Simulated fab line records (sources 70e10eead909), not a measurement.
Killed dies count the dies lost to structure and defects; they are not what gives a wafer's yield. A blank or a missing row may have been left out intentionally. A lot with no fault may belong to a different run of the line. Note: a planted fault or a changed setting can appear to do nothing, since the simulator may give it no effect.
Comparing a struck lot with a sound one    flow nand harc    15 out of 1159 route steps
Sound: these wafers, L812.1, L812.3, L812.5. Struck: wafers L828.2, L828.4, L828.6. The cause is given at the end.
Per side, at each step with rows, come the tool, then ch with its chambers, and then its first start. Under that, the readings that differ: sound wafers    struck wafers    difference of the means    sigmas: that difference in standard deviations of wafers without a fault.
alike: same words and numbers on both sides, and readings whose means sit less than 2 such deviations apart. not compared: any withheld reading, any reading some wafer has no value for, any bound like >300 that may hide the same value, and any number with overlapping values for which the record gives no deviation.
Wherever a step has rows on one side only, a row that says differs or no value, or a row with sigmas, the two part there. When numbers do not overlap yet have no deviation, they are printed without sigmas and do not part them. Lack of a reading on every wafer of one side parts them only where that side has two or more wafers.

first, 7 steps without rows for these wafers: NHARC_P_STI_COAT_41 (time 65 s); NHARC_P_STI_COAT_03 (resist thk 600 nm); NHARC_P_STI_SOFTBAKE_04 (time 70 s); NHARC_P_STI_EBR_05; NHARC_P_STI_EXPOSE_06 (exposes mask P STI, target cd 200 nm); NHARC_P_STI_PEB_07 (peb time 80 s); NHARC_P_STI_DEVELOP_08 (time 50 s).
NHARC_P_STI_CD_MEAS_09: the cd target is 200 nm.
  sound on cd sem-01 ch 0, day 3 05:35; struck on cd sem-03 ch 0, day 7 01:22
  alike: cd nm
NHARC_P_STI_OVL_MEAS_10:
  sound on overlay-02 at day 3 05:40; struck on overlay-02 at day 7 01:28
  alike: overlay x nm, overlay y nm
NHARC_P_STI_INSPECT_11:
  sound on defect inspect-02 at day 3 05:42; struck on defect inspect-01 at day 7 01:29
  alike: raw defect count
then, 1 step without rows for these wafers: NHARC_P_STI_HARDBAKE_13 (time 65 s).
NHARC_P_STI_DESCUM_14: chemistry O2, time 3 s.
  sound on rie diel-12 ch 1,2,3, day 3 05:50; struck on rie diel-12 ch 1,2,3, day 7 01:38
  alike: drypump motor current A, oes product au, rf vpp V, showerhead plenum p Torr, throttle valve pct
  not compared: rf hours counter h
NHARC_P_STI_ETCH_42: etches the open film in N2/H2, target depth 80 nm, overetch 24 nm, time 61 s.
  sound on rie diel-12 ch 0,2, day 3 05:56; struck on rie diel-12 ch 0,3, day 7 01:43
reading                         sound                 struck                difference  sigmas
chamber pressure mTorr (mTorr)  30.046 30.015 30.056  36.965 36.976 36.949  +6.924      +99 or more
  alike: drypump motor current A, oes product au, rf vpp V, showerhead plenum p Torr, throttle valve pct
  not compared: rf hours counter h
NHARC_P_STI_ETCH_31: etches the open film in CF4/CHF3, target depth 108.9 nm, time 54.5 s.
  sound on rie diel-12 ch 0,1,3; struck on rie diel-12 ch 0,3
  alike: chamber pressure mTorr, drypump motor current A, oes product au, rf vpp V, showerhead plenum p Torr, throttle valve pct
  not compared: rf hours counter h
-- the record jumps here: 17 days lie between the struck wafers' starts before and after (it left off in module P_STI and takes up again in module END, whose first step shown is number 1159 of the route) --
NHARC_END_SORT_01:
  sound on prober-01 ch 0, day 20 00:32; struck on prober-01 ch 0, day 24 04:53
  alike: killed at array, killed at other, killed at periphery, killed dies, killed open, killed short

## WHERE THEY PART
Within this record, at NHARC_P_STI_ETCH_42 only. Later steps at which nothing parts them and some readings are alike: NHARC_P_STI_ETCH_31, NHARC_END_SORT_01.

WHY: whatever the simulator had introduced
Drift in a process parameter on rie diel-12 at NHARC_P_STI_ETCH_42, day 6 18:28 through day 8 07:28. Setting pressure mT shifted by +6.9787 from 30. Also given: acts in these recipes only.
